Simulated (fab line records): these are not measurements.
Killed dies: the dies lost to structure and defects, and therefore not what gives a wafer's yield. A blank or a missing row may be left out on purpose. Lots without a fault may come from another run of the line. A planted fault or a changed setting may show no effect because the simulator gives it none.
Split-lot study / flow n5Finfet / 21 wafers read from 7 lots, route of 1938 steps

## SPLIT DETAILS
At N5_BEOL_M2_COAT_22 (resist thk 30 nm), the setting spinRpm was moved away from the recipe's 1500 rpm on 7 of the 21 wafers read, by -11.0% to -3.6%. For the rest of the wafers, this setting stayed at what the recipe calls for.

## FROM THE SPLIT TO THE READING: what the file shows between them, 4 steps
- N5_BEOL_M2_EBR_24
- N5_BEOL_M2_SOFTBAKE_23: time 60 s
- N5_BEOL_M2_EXPOSE_25: exposes mask V1, defocus 5 nm
- N5_BEOL_M2_PEB_26: peb time 60 s

## THE READING
CAR-EUV_of_BEOL_M2_COAT_22.thkNm (the simulator's own value, which no gauge read), in nm, at N5_BEOL_M2_DEVELOP_27 (develop time 30 s). There is no usual value for it anywhere in the file. Across the 14 wafers here that went through the recipe, the average is 29.6 nm and the standard deviation 0.13 nm.

wafer=L078.3; tool, chamber at the split=lithoTrack-05, 0; spinRpm as run, rpm=1500; against the recipe=recipe; CAR-EUV_of_BEOL_M2_COAT_22.thkNm, nm=29.4; against lot-mates on the recipe=-
wafer=L078.4; tool, chamber at the split=lithoTrack-05, 0; spinRpm as run, rpm=1335; against the recipe=-11.0%; CAR-EUV_of_BEOL_M2_COAT_22.thkNm, nm=31.2; against lot-mates on the recipe=+1.7
wafer=L078.5; tool, chamber at the split=lithoTrack-05, 0; spinRpm as run, rpm=1500; against the recipe=recipe; CAR-EUV_of_BEOL_M2_COAT_22.thkNm, nm=29.6; against lot-mates on the recipe=-
wafer=L081.2; tool, chamber at the split=lithoTrack-05, 0; spinRpm as run, rpm=1500; against the recipe=recipe; CAR-EUV_of_BEOL_M2_COAT_22.thkNm, nm=29.4; against lot-mates on the recipe=-
wafer=L081.3; tool, chamber at the split=lithoTrack-05, 0; spinRpm as run, rpm=1362; against the recipe=-9.2%; CAR-EUV_of_BEOL_M2_COAT_22.thkNm, nm=31.2; against lot-mates on the recipe=+1.8
wafer=L081.4; tool, chamber at the split=lithoTrack-05, 0; spinRpm as run, rpm=1362; against the recipe=-9.2%; CAR-EUV_of_BEOL_M2_COAT_22.thkNm, nm=31; against lot-mates on the recipe=+1.6
wafer=L083.2; tool, chamber at the split=lithoTrack-04, 0; spinRpm as run, rpm=1500; against the recipe=recipe; CAR-EUV_of_BEOL_M2_COAT_22.thkNm, nm=29.8; against lot-mates on the recipe=-
wafer=L083.5; tool, chamber at the split=lithoTrack-04, 0; spinRpm as run, rpm=1500; against the recipe=recipe; CAR-EUV_of_BEOL_M2_COAT_22.thkNm, nm=29.8; against lot-mates on the recipe=-
wafer=L083.3; tool, chamber at the split=lithoTrack-04, 0; spinRpm as run, rpm=1446; against the recipe=-3.6%; CAR-EUV_of_BEOL_M2_COAT_22.thkNm, nm=30.4; against lot-mates on the recipe=+0.6
wafer=L087.3; tool, chamber at the split=lithoTrack-05, 0; spinRpm as run, rpm=1500; against the recipe=recipe; CAR-EUV_of_BEOL_M2_COAT_22.thkNm, nm=29.6; against lot-mates on the recipe=-
wafer=L087.4; tool, chamber at the split=lithoTrack-05, 0; spinRpm as run, rpm=1500; against the recipe=recipe; CAR-EUV_of_BEOL_M2_COAT_22.thkNm, nm=29.6; against lot-mates on the recipe=-
wafer=L087.5; tool, chamber at the split=lithoTrack-05, 0; spinRpm as run, rpm=1500; against the recipe=recipe; CAR-EUV_of_BEOL_M2_COAT_22.thkNm, nm=29.6; against lot-mates on the recipe=-
wafer=L092.1; tool, chamber at the split=lithoTrack-05, 0; spinRpm as run, rpm=1500; against the recipe=recipe; CAR-EUV_of_BEOL_M2_COAT_22.thkNm, nm=29.6; against lot-mates on the recipe=-
wafer=L092.3; tool, chamber at the split=lithoTrack-05, 0; spinRpm as run, rpm=1500; against the recipe=recipe; CAR-EUV_of_BEOL_M2_COAT_22.thkNm, nm=29.6; against lot-mates on the recipe=-
wafer=L092.4; tool, chamber at the split=lithoTrack-05, 0; spinRpm as run, rpm=1378; against the recipe=-8.1%; CAR-EUV_of_BEOL_M2_COAT_22.thkNm, nm=30.8; against lot-mates on the recipe=+1.2
wafer=L096.2; tool, chamber at the split=lithoTrack-03, 0; spinRpm as run, rpm=1500; against the recipe=recipe; CAR-EUV_of_BEOL_M2_COAT_22.thkNm, nm=29.4; against lot-mates on the recipe=-
wafer=L096.5; tool, chamber at the split=lithoTrack-03, 0; spinRpm as run, rpm=1500; against the recipe=recipe; CAR-EUV_of_BEOL_M2_COAT_22.thkNm, nm=29.4; against lot-mates on the recipe=-
wafer=L096.6; tool, chamber at the split=lithoTrack-03, 0; spinRpm as run, rpm=1500; against the recipe=recipe; CAR-EUV_of_BEOL_M2_COAT_22.thkNm, nm=29.4; against lot-mates on the recipe=-
wafer=L097.1; tool, chamber at the split=lithoTrack-05, 0; spinRpm as run, rpm=1500; against the recipe=recipe; CAR-EUV_of_BEOL_M2_COAT_22.thkNm, nm=29.6; against lot-mates on the recipe=-
wafer=L097.2; tool, chamber at the split=lithoTrack-05, 0; spinRpm as run, rpm=1407; against the recipe=-6.2%; CAR-EUV_of_BEOL_M2_COAT_22.thkNm, nm=30.6; against lot-mates on the recipe=+1.0
wafer=L097.6; tool, chamber at the split=lithoTrack-05, 0; spinRpm as run, rpm=1407; against the recipe=-6.2%; CAR-EUV_of_BEOL_M2_COAT_22.thkNm, nm=30.4; against lot-mates on the recipe=+0.8

THE FIT
A straight line over all 21 wafers: CAR-EUV_of_BEOL_M2_COAT_22.thkNm changes by -0.159 nm for each +1% of spinRpm; r = -0.98; the points scatter about the line by 0.14 nm.
The same after taking each lot's own level away (the mean of its wafers on the recipe; 21 wafers): -0.164 nm for each +1%; r = -0.99; scatter 0.1 nm.
The reading moves by 1.8 nm for the largest change in spinRpm, on that fit.
Across the lots, their own levels run from 29.40 to 29.80 nm, a range of 3.0 times the standard deviation given above.
Hence the lot-to-lot level has little effect on the slope; both slopes agree.
Check: +1.84 nm against its lot-mates is what the line predicts for one of the wafers moved furthest among these (-11.0%) when that wafer is left out of the fit. Against them it came out at +1.7 nm.

## THE OTHER SPLITS THESE WAFERS WENT THROUGH
Note: prior to the reading, these wafers also went through further splits. Each is held against what the fit with the lots' levels taken away leaves over:
other split on the same wafers=N5_BEOL_M1_EXPOSE_08 doseMj; wafers away from the commonest value=7; r with CAR-EUV_of_BEOL_M2_COAT_22.thkNm (lot level and that fit taken away)=+0.05
other split on the same wafers=N5_BEOL_M1_TRENCH_ETCH_37 biasW; wafers away from the commonest value=6; r with CAR-EUV_of_BEOL_M2_COAT_22.thkNm (lot level and that fit taken away)=+0.16
other split on the same wafers=N5_BEOL_M2_ETCH_64 biasW; wafers away from the commonest value=3; r with CAR-EUV_of_BEOL_M2_COAT_22.thkNm (lot level and that fit taken away)=-0.58

## THE WHOLE CHAIN: every reading that the file lists as answering this split, in the file's order
step=N5_BEOL_M2_COAT_22; what it does=resist thk 30 nm; reading=CAR-EUV_of_BEOL_M2_COAT_22.thkNm (the simulator's own value, which no gauge read); change (the file's fit)=-0.168 nm for each +1% of the setting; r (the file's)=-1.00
step=N5_BEOL_M2_DEVELOP_27; what it does=develop time 30 s; reading=CAR-EUV_of_BEOL_M2_COAT_22.thkNm (the simulator's own value, which no gauge read); change (the file's fit)=-0.16 nm for each +1% of the setting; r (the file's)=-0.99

## FILE'S OWN FIT
CAR-EUV_of_BEOL_M2_COAT_22.thkNm changes by -0.16 nm for each +1% of spinRpm, r = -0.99.
